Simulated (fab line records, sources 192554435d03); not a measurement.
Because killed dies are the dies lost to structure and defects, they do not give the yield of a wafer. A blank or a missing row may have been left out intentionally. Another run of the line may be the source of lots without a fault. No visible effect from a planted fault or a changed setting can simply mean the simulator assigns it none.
Lot-split experiment / flow n5 finfet / on a route of 1938 steps: 7 lots, 21 wafers read

## THE SPLIT ITSELF
At N5_PMOS_HMC_CHANNEL_EPI_PEB_07 (peb time 60 s), the setting peb temp c was moved away from the recipe's 110 C on 5 of the 21 wafers read, by -3.0% to +2.2%. All remaining wafers had this setting at the recipe value.

## BETWEEN THE SPLIT AND THE READING: the file shows 1 step in between
- N5_PMOS_HMC_CHANNEL_EPI_DEVELOP_08: develop time 30 s (also split here: develop time s)

## THE READING
cd nm at N5_PMOS_HMC_CHANNEL_EPI_CD_MEAS_09, given in nm (cd target 237.4 nm). A value of 237.8 nm with a standard deviation of 0.87 nm is what fault-free wafers of this fab line usually give.

wafer=L074.1; tool, chamber at the split=litho track-01, 0; peb temp c as run, C=110; against the recipe=recipe; cd nm, nm=239.1; against lot-mates on the recipe=-
wafer=L074.3; tool, chamber at the split=litho track-01, 0; peb temp c as run, C=110; against the recipe=recipe; cd nm, nm=237.0; against lot-mates on the recipe=-
wafer=L074.5; tool, chamber at the split=litho track-01, 0; peb temp c as run, C=110; against the recipe=recipe; cd nm, nm=237.3; against lot-mates on the recipe=-
wafer=L078.1; tool, chamber at the split=litho track-05, 0; peb temp c as run, C=110; against the recipe=recipe; cd nm, nm=237.6; against lot-mates on the recipe=-
wafer=L078.2; tool, chamber at the split=litho track-05, 0; peb temp c as run, C=110; against the recipe=recipe; cd nm, nm=238.8; against lot-mates on the recipe=-
wafer=L078.5; tool, chamber at the split=litho track-05, 0; peb temp c as run, C=110; against the recipe=recipe; cd nm, nm=237.9; against lot-mates on the recipe=-
wafer=L080.1; tool, chamber at the split=litho track-05, 0; peb temp c as run, C=110; against the recipe=recipe; cd nm, nm=236.6; against lot-mates on the recipe=-
wafer=L080.3; tool, chamber at the split=litho track-05, 0; peb temp c as run, C=107.9; against the recipe=-1.9%; cd nm, nm=229.1; against lot-mates on the recipe=-8.2
wafer=L080.4; tool, chamber at the split=litho track-05, 0; peb temp c as run, C=110; against the recipe=recipe; cd nm, nm=238.1; against lot-mates on the recipe=-
wafer=L086.1; tool, chamber at the split=litho track-01, 0; peb temp c as run, C=106.7; against the recipe=-3.0%; cd nm, nm=225.7; against lot-mates on the recipe=-11.9
wafer=L086.3; tool, chamber at the split=litho track-01, 0; peb temp c as run, C=106.7; against the recipe=-3.0%; cd nm, nm=227.1; against lot-mates on the recipe=-10.5
wafer=L086.4; tool, chamber at the split=litho track-01, 0; peb temp c as run, C=110; against the recipe=recipe; cd nm, nm=237.6; against lot-mates on the recipe=-
wafer=L087.1; tool, chamber at the split=litho track-02, 0; peb temp c as run, C=110; against the recipe=recipe; cd nm, nm=237.4; against lot-mates on the recipe=-
wafer=L087.2; tool, chamber at the split=litho track-02, 0; peb temp c as run, C=110; against the recipe=recipe; cd nm, nm=238.5; against lot-mates on the recipe=-
wafer=L087.3; tool, chamber at the split=litho track-02, 0; peb temp c as run, C=110; against the recipe=recipe; cd nm, nm=237.5; against lot-mates on the recipe=-
wafer=L088.1; tool, chamber at the split=litho track-02, 0; peb temp c as run, C=112.4; against the recipe=+2.2%; cd nm, nm=245.9; against lot-mates on the recipe=+6.6
wafer=L088.2; tool, chamber at the split=litho track-02, 0; peb temp c as run, C=112.4; against the recipe=+2.2%; cd nm, nm=245.9; against lot-mates on the recipe=+6.6
wafer=L088.3; tool, chamber at the split=litho track-02, 0; peb temp c as run, C=110; against the recipe=recipe; cd nm, nm=239.3; against lot-mates on the recipe=-
wafer=L096.2; tool, chamber at the split=litho track-01, 0; peb temp c as run, C=110; against the recipe=recipe; cd nm, nm=238.9; against lot-mates on the recipe=-
wafer=L096.3; tool, chamber at the split=litho track-01, 0; peb temp c as run, C=110; against the recipe=recipe; cd nm, nm=238.6; against lot-mates on the recipe=-
wafer=L096.6; tool, chamber at the split=litho track-01, 0; peb temp c as run, C=110; against the recipe=recipe; cd nm, nm=238.1; against lot-mates on the recipe=-

THE FIT
A straight line over all 21 wafers: cd nm changes by +3.87 nm for each +1% of peb temp c; r = +0.99; the points scatter about the line by 0.83 nm.
The same after taking each lot's own level away (the mean of its wafers on the recipe; 21 wafers): +3.56 nm for each +1%; r = +0.99; scatter 0.75 nm.
On that fit, the largest move of peb temp c shifts the reading by 11 nm.
Across the lots, their own levels run from 237.35 to 239.30 nm, a range of 2.2 times the standard deviation given above.
Consequently the slope shifts little with the lot-to-lot level, the two slopes agreeing.
Check: -10.5 nm against its lot-mates is what the line predicts for one of the wafers moved furthest among these (-3.0%) when that wafer is left out of the fit. It came out at -11.9 nm against them.

## THESE WAFERS: OTHER SPLITS
Note: prior to the reading, these wafers also went through further splits. Each is held against what the fit with the lots' levels taken away leaves over:
other split on the same wafers=N5_ZERO_LAYER_COAT_05 spin rpm; wafers away from the commonest value=4; r with cd nm (lot level and that fit taken away)=-0.23
other split on the same wafers=N5_ZERO_LAYER_EXPOSE_08 dose mj; wafers away from the commonest value=9; r with cd nm (lot level and that fit taken away)=-0.08
other split on the same wafers=N5_PMOS_HMC_CHANNEL_EPI_DEVELOP_08 develop time s; wafers away from the commonest value=3; r with cd nm (lot level and that fit taken away)=+0.34

## THE WHOLE CHAIN: every reading that the file lists as answering this split, in the file's order
step=N5_PMOS_HMC_CHANNEL_EPI_CD_MEAS_09; what it does=target cd 237.4 nm; reading=cd nm; change (the file's fit)=+3.66 nm for each +1% of the setting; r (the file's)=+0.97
step=N5_PMOS_HMC_CHANNEL_EPI_DESCUM_14; what it does=chemistry O2, time 7.9 s; reading=PMOS_HMC_CHANNEL_EPI.cd nm (the simulator's own value, which no gauge read); change (the file's fit)=+3.57 nm for each +1% of the setting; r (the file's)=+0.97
step=N5_PMOS_HMC_CHANNEL_EPI_ETCH_32; what it does=etches BARC in N2/H2, stops on SiO2, target depth 85.8 nm, time 50.3 s; reading=PMOS_HMC_CHANNEL_EPI.cd nm (the simulator's own value, which no gauge read); change (the file's fit)=+3.44 nm for each +1% of the setting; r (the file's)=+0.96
step=N5_PMOS_HMC_CHANNEL_EPI_ETCH_38; what it does=etches SiO2 in CF4, target depth 1.5 nm; reading=PMOS_HMC_CHANNEL_EPI.cd nm (the simulator's own value, which no gauge read); change (the file's fit)=+3.46 nm for each +1% of the setting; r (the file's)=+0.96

## FILE'S OWN FIT
cd nm changes by +3.66 nm for each +1% of peb temp c, r = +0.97.
